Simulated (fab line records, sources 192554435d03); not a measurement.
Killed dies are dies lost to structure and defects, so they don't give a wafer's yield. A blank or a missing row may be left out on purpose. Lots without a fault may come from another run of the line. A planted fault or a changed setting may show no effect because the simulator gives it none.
fab line records | flow n5_finfet
record lots=7 wafers=39
route steps=1938 shown BEOL_M14@1753 MIM_BOT@1833 PASSIVATION@1916
start_h: hours from the record's first day to the start of the lot's first wafer shown | wait_h: hours since the lot's step before | " the same as in the row above | L1.1+2: a row that stands for several wafers | - no value, or no start given | * or withheld: withheld | < > ~ a bound
route shown NAME@n: a module of which the file shows steps, and the number in the route of the first | usual: mean/standard deviation of fault-free wafers | same: alike in all rows | chamber/n: place in a boat | sites: the reading at each site | _std_site: their standard deviation | _edge_site: outer sites' mean less inner sites' | radius_mm: how far each site lies from the wafer's centre | mask NAME#n: copy n | behind: the tool/chamber that last shaped the wafer | hold: why the lot was held/for how many hours/how that ended | device: the transistor (n, p or np) that didn't switch | end of line: the same wafers' tests at the end of the route | a step without rows: its recipe alone | killed: dies lost to structure and defects at the first sort, not the wafer's yield | map: a wafer's dies, x killed, . not, _ none there
set.NAME: the setting as run; set.NAME@STEP: as run at that earlier step | model.NAME: the simulator's own value behind a step, which no gauge read
lots whose settings were changed on purpose; a table a step, a row a wafer
## steps
# step N5_BEOL_M14_TRENCH_ETCH_34
# recipe chemistry=C4F8/O2/Ar target=SiO2 target_depth_a=5566.5 mask_material=SOC he_inner_torr=15 he_outer_torr=30 time_s=126.9 ion_energy_ev=800 pressure_mtorr=20 source_w=1905 bias_w=2040 Ar_flow_sccm=400 C4F8_flow_sccm=16 O2_flow_sccm=12
# columns lot.wafer tool chamber start_h wait_h set.time_s model.etch.depth_nm
L075.1 rie_diel-05 3 250.56 0.0 126.9 565
L075.2 " 0 " " 126.9 546.9
L075.3 " 2 " " 73.98 313.9
L075.4 " 1 " " 73.98 325.7
L075.5 " 1 " " 73.98 325.3
L075.6 " 2 " " 126.9 538.2
L074.1 rie_diel-05 0 256.71 0.0 126.9 541.8
L074.2 " 3 " " 73.56 326.9
L074.3 " 1 " " 73.56 320.1
L074.4 " 0 " " 73.56 314
L074.5 " 3 " " 126.9 563.2
L074.6 " 1 " " 126.9 549.1
L078.1 rie_diel-05 0 263.19 0.0 126.9 542.6
L078.2 " 1 " " 126.9 551.8
L078.6 " 1 " " 126.9 547
L079.1 rie_diel-01 0 270.38 0.0 126.9 565.7
L079.2 " 2 " " 103 451.8
L079.3 " 3 " " 126.9 559.4
L079.4 " 1 " " 103 473.3
L079.5 " 1 " " 103 470.8
L079.6 " 2 " " 126.9 556.5
L081.1 rie_diel-01 3 281.50 0.0 126.9 559.7
L081.2 " 1 " " 59.29 273.5
L081.3 " 2 " " 59.29 259.6
L081.4 " 0 " " 126.9 568.6
L081.5 " 1 " " 126.9 584.2
L081.6 " 2 " " 59.29 258.8
L085.1 rie_diel-01 1 318.06 0.0 126.9 588.3
L085.2 " 3 " " 179.9 787.7
L085.3 " 2 " " 179.9 778
L085.4 " 2 " " 126.9 552.3
L085.5 " 1 " " 179.9 827.3
L085.6 " 3 " " 126.9 557.9
L097.1 rie_diel-05 0 379.20 0.0 126.9 537.5
L097.2 " 2 " " 102 438.9
L097.3 " 3 " " 126.9 567
L097.4 " 3 " " 102 454.2
L097.5 " 2 " " 102 439.3
L097.6 " 0 " " 126.9 542.6
# step N5_BEOL_M14_STRIP_70
# recipe chemistry=C4F8/O2/Ar resist=SiARC rf_frequency_hz=6e+07
# step N5_BEOL_M14_OCD_MEAS_35
# usual trench_depth_nm=563/12
# columns lot.wafer tool chamber start_h wait_h set.time_s@BEOL_M14_TRENCH_ETCH_34 trench_depth_nm
L075.1 ocd-02 - 250.72 0.0 126.9 565
L075.2 " - " " 126.9 -
L075.3 " - " " 73.98 314
L075.4 " - " " 73.98 325
L075.5 " - " " 73.98 325
L075.6 " - " " 126.9 -
L074.1 ocd-02 - 256.87 0.0 126.9 542
L074.2 " - " " 73.56 327
L074.3 " - " " 73.56 320
L074.4 " - " " 73.56 314
L074.5 " - " " 126.9 563
L074.6 " - " " 126.9 550
L078.1 ocd-02 - 263.34 0.0 126.9 543
L078.2 " - " " 126.9 552
L078.6 " - " " 126.9 547
L079.1 ocd-01 - 270.54 0.0 126.9 565
L079.2 " - " " 103 452
L079.3 " - " " 126.9 559
L079.4 " - " " 103 473
L079.5 " - " " 103 471
L079.6 " - " " 126.9 556
L081.1 ocd-01 - 281.67 0.0 126.9 559
L081.2 " - " " 59.29 274
L081.3 " - " " 59.29 260
L081.4 " - " " 126.9 568
L081.5 " - " " 126.9 584
L081.6 " - " " 59.29 259
L085.1 ocd-01 - 318.21 0.0 126.9 588
L085.2 " - " " 179.9 788
L085.3 " - " " 179.9 778
L085.4 " - " " 126.9 552
L085.5 " - " " 179.9 827
L085.6 " - " " 126.9 558
L097.1 ocd-02 - 379.35 0.0 126.9 538
L097.2 " - " " 102 439
L097.3 " - " " 126.9 567
L097.4 " - " " 102 454
L097.5 " - " " 102 439
L097.6 " - " " 126.9 542
# step N5_BEOL_M14_STRIP_37
# recipe chemistry=O2 power_w=600 temp_c=60 pressure_mtorr=30 rf_frequency_hz=6e+07 bias_power_w=0 overash_fraction=0.3 o2_flow_sccm=225
# step N5_BEOL_M14_ETCH_38
# recipe chemistry=CF4/N2 target=SiCN target_depth_a=1065 taper_deg=2 time_s=120.6 ion_energy_ev=150 mask_material=SiO2 pressure_mtorr=40 source_w=430 bias_w=70 Ar_flow_sccm=100 cf4_flow_sccm=60 n2_flow_sccm=60
# step N5_BEOL_M14_ECD_47
# recipe material=Cu target_thk_a=12480
# step N5_BEOL_M14_ANNEAL_48
# recipe temp_c=225 time_s=90 ambient=N2
# step N5_BEOL_M14_CMP_49
# recipe stop_on=SiO2 t_overpolish_s=5.2 down_force_psi=2 platen_rpm=80 clearing_platen_down_force_psi=2 clearing_platen_rpm=80 post_cmp_clean=cu_alkaline target_thk_nm=560 clearing_platen_pad_velocity_m_s=1.5917 pad_velocity_m_s=1.5917
# columns lot.wafer tool chamber start_h wait_h set.time_s@BEOL_M14_TRENCH_ETCH_34 model.Cu_of_BEOL_M14_ECD_47.thk_nm
L075.1 cmp-01 3 255.12 0.3 126.9 567.8
L075.2 " 0 " " 126.9 551.4
L075.3 " 1 " " 73.98 316.6
L075.4 " 2 " " 73.98 326.4
L075.6 " 3 " " 126.9 542.8
L075.5 " 0 " " 73.98 328.8
L074.3 cmp-01 3 259.52 0.2 73.56 324.2
L074.4 " 0 " " 73.56 317.2
L074.1 " 1 " " 126.9 544.6
L074.2 " 2 " " 73.56 328.8
L074.5 " 3 " " 126.9 567
L074.6 " 0 " " 126.9 551.6
L078.1 cmp-01 3 267.95 0.3 126.9 546.4
L078.2 " 0 " " 126.9 556.8
L078.6 " 0 " " 126.9 550.4
L079.3 cmp-02 1 274.23 0.2 126.9 563.2
L079.2 " 2 " " 103 453.8
L079.1 " 3 " " 126.9 568.2
L079.4 " 0 " " 103 476.4
L079.6 " 1 " " 126.9 561.4
L079.5 " 2 " " 103 473
L081.1 cmp-01 0 283.11 0.3 126.9 563
L081.3+6 " 1,0 " " 59.29 262.4
L081.4 " 2 " " 126.9 571
L081.2 " 3 " " 59.29 276.2
L081.5 " 1 " " 126.9 588.8
L085.1 cmp-02 2 320.88 0.3 126.9 590.2
L085.2 " 3 " " 179.9 789.8
L085.3 " 0 " " 179.9 781.4
L085.4 " 1 " " 126.9 555
L085.6 " 2 " " 126.9 559
L085.5 " 3 " " 179.9 829.6
L097.2 cmp-01 0 381.14 0.2 102 442.4
L097.4 " 1 " " 102 458.2
L097.1 " 2 " " 126.9 540.6
L097.3 " 3 " " 126.9 571.2
L097.5 " 0 " " 102 443.2
L097.6 " 1 " " 126.9 545.8
# step N5_BEOL_M14_THK_MEAS_50
# recipe thk_meas_gauge=xrf reads=Cu_of_BEOL_M14_ECD_47
# usual M14_THK=565/12
# columns lot.wafer tool chamber start_h wait_h set.time_s@BEOL_M14_TRENCH_ETCH_34 M14_THK[nm]
L075.1 film_metro-02 - 255.41 - 126.9 571
L075.2 " - " " 126.9 -
L075.3 " - " " 73.98 318
L075.4 " - " " 73.98 326
L075.5 " - " " 73.98 330
L075.6 " - " " 126.9 -
L074.1 film_metro-02 - 259.82 - 126.9 544
L074.2 " - " " 73.56 328
L074.3 " - " " 73.56 325
L074.4 " - " " 73.56 318
L074.5 " - " " 126.9 564
L074.6 " - " " 126.9 552
L078.1 film_metro-02 - 268.24 - 126.9 548
L078.2 " - " " 126.9 557
L078.6 " - " " 126.9 549
L079.1 film_metro-01 - 274.52 - 126.9 565
L079.2 " - " " 103 451
L079.3 " - " " 126.9 560
L079.4 " - " " 103 473
L079.5 " - " " 103 469
L079.6 " - " " 126.9 557
L081.1 film_metro-01 - 283.41 - 126.9 558
L081.2 " - " " 59.29 273
L081.3 " - " " 59.29 258
L081.4 " - " " 126.9 562
L081.5 " - " " 126.9 582
L081.6 " - " " 59.29 259
L085.1 film_metro-01 - 321.17 - 126.9 590
L085.2 " - " " 179.9 790
L085.3 " - " " 179.9 782
L085.4 " - " " 126.9 558
L085.5 " - " " 179.9 835
L085.6 " - " " 126.9 560
L097.1 film_metro-02 - 381.43 - 126.9 541
L097.2 " - " " 102 444
L097.3 " - " " 126.9 571
L097.4 " - " " 102 459
L097.5 " - " " 102 443
L097.6 " - " " 126.9 545
# step N5_BEOL_M14_PRE_CLEAN_52
# recipe gas=NH3 time_s=15 temp_c=withheld rf_power_w=300
# step N5_BEOL_M14_DEP_53
# recipe material=SiCN target_thk_a=500 temp_c=withheld precursor=3MS/NH3 pressure_torr=3 rf_w=675 time_s=17.8
# step N5_BEOL_M14_RS_MEAS_54
# recipe thk_meas_gauge=four-point-probe reads=Cu_of_BEOL_M14_ECD_47+Ta_of_BEOL_M14_SPUTTER_44+TaN_of_BEOL_M14_SPUTTER_43
# usual M14_RS=0.0328/0.00069
# columns lot.wafer tool chamber start_h wait_h set.time_s@BEOL_M14_TRENCH_ETCH_34 M14_RS[ohm/sq]
L075.1 film_metro-02 - 255.54 0.0 126.9 0.0327
L075.2 " - " " 126.9 -
L075.3 " - " " 73.98 0.0598
L075.4 " - " " 73.98 0.0579
L075.5 " - " " 73.98 0.0574
L075.6 " - " " 126.9 -
L074.1 film_metro-01 - 259.95 0.0 126.9 0.0341
L074.2 " - " " 73.56 0.0575
L074.3 " - " " 73.56 0.0584
L074.4 " - " " 73.56 0.0596
L074.5 " - " " 126.9 0.0327
L074.6 " - " " 126.9 0.0336
L078.1 film_metro-02 - 268.37 0.0 126.9 0.0340
L078.2 " - " " 126.9 0.0334
L078.6 " - " " 126.9 0.0338
L079.1 film_metro-02 - 274.65 0.0 126.9 0.0327
L079.2 " - " " 103 0.0412
L079.3 " - " " 126.9 0.0330
L079.4 " - " " 103 0.0392
L079.5 " - " " 103 0.0395
L079.6 " - " " 126.9 0.0331
L081.1 film_metro-02 - 283.54 0.0 126.9 0.0330
L081.2 " - " " 59.29 0.0690
L081.3 " - " " 59.29 0.0728
L081.4 " - " " 126.9 0.0325
L081.5 " - " " 126.9 0.0315
L081.6 " - " " 59.29 0.0729
L085.1 film_metro-01 - 321.30 0.0 126.9 0.0314
L085.2 " - " " 179.9 0.0233
L085.3 " - " " 179.9 0.0236
L085.4 " - " " 126.9 0.0335
L085.5 " - " " 179.9 0.0222
L085.6 " - " " 126.9 0.0331
L097.1 film_metro-01 - 381.56 0.0 126.9 0.0344
L097.2 " - " " 102 0.0421
L097.3 " - " " 126.9 0.0324
L097.4 " - " " 102 0.0407
L097.5 " - " " 102 0.0421
L097.6 " - " " 126.9 0.0340
# step N5_MIM_BOT_SPUTTER_00
# recipe material=TiN target_thk_a=350 temp_c=200 power_w=3000 chamber_pressure_pa=0.49996 gas=Ar reactive_partial_pa=0.37997 time_s=89.7
# columns lot.wafer tool chamber start_h wait_h set.time_s model.TiN_of_MIM_BOT_SPUTTER_00.thk_nm
L075.1+2 pvd_sputter-02 - 266.72 0.0 117 44.8
L075.3+5 " - " " 89.7 34.2
L075.4 " - " " 117 45
L075.6 " - " " 89.7 34.4
L074.1 pvd_sputter-02 - 270.00 0.0 89.7 34.4
L074.2 " - " " 110.5 42.4
L074.3 " - " " 89.7 34.8
L074.4 " - " " 89.7 34.6
L074.5 " - " " 110.5 42.6
L074.6 " - " " 110.5 42.8
L078.1 pvd_sputter-02 - 276.40 0.0 89.7 35
L078.2+6 " - " " 89.7 34.6
L079.1+4 pvd_sputter-01 - 283.33 0.0 122.6 48
L079.2 " - " " 89.7 35
L079.3 " - " " 122.6 48.2
L079.5+6 " - " " 89.7 35.2
L081.1+3+4 pvd_sputter-02 - 293.90 0.0 89.7 34.4
L081.2+6 " - " " 89.7 34.8
L081.5 " - " " 89.7 34.2
L085.1+4+5 pvd_sputter-02 - 328.42 0.0 89.7 35
L085.2+6 " - " " 56.02 21.8
L085.3 " - " " 56.02 21.4
L097.1+4+5+6 pvd_sputter-01 - 390.70 0.0 89.7 34.6
L097.2+3 " - " " 89.7 34.4
# step N5_PASSIVATION_PECVD_35
# recipe material=SiNx target_thk_a=7000 temp_c=400 precursor=SiH4/NH3/N2 pressure_torr=4.9 rf_w=1406 time_s=151.3
# columns lot.wafer tool chamber start_h wait_h set.time_s model.SiNx_of_PASSIVATION_PECVD_35.thk_nm
L075.1 pecvd-01 2 274.10 0.1 212.7 983.4
L075.2 " 1 " " 212.7 989.6
L075.3 " 0 " " 151.3 701.2
L075.4 " 0 " " 151.3 712.2
L075.5 " 1 " " 212.7 996.2
L075.6 " 2 " " 151.3 711
L074.1 pecvd-03 0 279.68 0.1 180.3 819
L074.2 " 1 " " 180.3 818.6
L074.3 " 2 " " 151.3 685.4
L074.4 " 2 " " 151.3 701.6
L074.5 " 0 " " 151.3 702.8
L074.6 " 1 " " 180.3 833.6
L078.1 pecvd-03 0 284.24 0.1 151.3 697.8
L078.2 " 2 " " 151.3 689.2
L078.6 " 2 " " 151.3 701
L079.1 pecvd-02 1 291.07 0.1 151.3 703.8
L079.2 " 2 " " 151.3 696
L079.3 " 0 " " 225.7 1040
L079.4 " 2 " " 225.7 1054
L079.5 " 1 " " 151.3 715.2
L079.6 " 0 " " 225.7 1055
L081.1 pecvd-01 2 303.92 0.1 151.3 693
L081.2 " 1 " " 64.18 293.4
L081.3 " 0 " " 64.18 297.8
L081.4 " 0 " " 64.18 304
L081.5 " 1 " " 151.3 708.4
L081.6 " 2 " " 151.3 703.4
L085.1 pecvd-03 2 337.80 0.1 151.3 692
L085.2 " 1 " " 151.3 684.2
L085.3 " 0 " " 151.3 691.8
L085.4 " 2 " " 151.3 708.2
L085.5 " 1 " " 151.3 693.6
L085.6 " 0 " " 151.3 695
L097.1 pecvd-03 0 399.06 0.1 190.9 879.8
L097.2 " 2 " " 151.3 692.2
L097.3 " 1 " " 190.9 867.4
L097.4 " 2 " " 190.9 886.8
L097.5 " 1 " " 151.3 701.4
L097.6 " 0 " " 151.3 696
## key
split step=N5_BEOL_M14_TRENCH_ETCH_34 setting=time_s stated=126.9 by=wafer
response step=N5_BEOL_M14_TRENCH_ETCH_34 reading=model.etch.depth_nm change=+5.56 per=1% r=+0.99
response step=N5_BEOL_M14_OCD_MEAS_35 reading=trench_depth_nm change=+5.61 per=1% r=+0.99
response step=N5_BEOL_M14_CMP_49 reading=model.Cu_of_BEOL_M14_ECD_47.thk_nm change=+5.58 per=1% r=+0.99
response step=N5_BEOL_M14_THK_MEAS_50 reading=M14_THK change=+5.6 per=1% r=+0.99
response step=N5_BEOL_M14_RS_MEAS_54 reading=M14_RS change=-0.000549 per=1% r=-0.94
split step=N5_MIM_BOT_SPUTTER_00 setting=time_s stated=89.7 by=wafer
response step=N5_MIM_BOT_SPUTTER_00 reading=model.TiN_of_MIM_BOT_SPUTTER_00.thk_nm change=+0.352 per=1% r=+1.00
split step=N5_PASSIVATION_PECVD_35 setting=time_s stated=151.3 by=wafer
response step=N5_PASSIVATION_PECVD_35 reading=model.SiNx_of_PASSIVATION_PECVD_35.thk_nm change=+6.97 per=1% r=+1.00
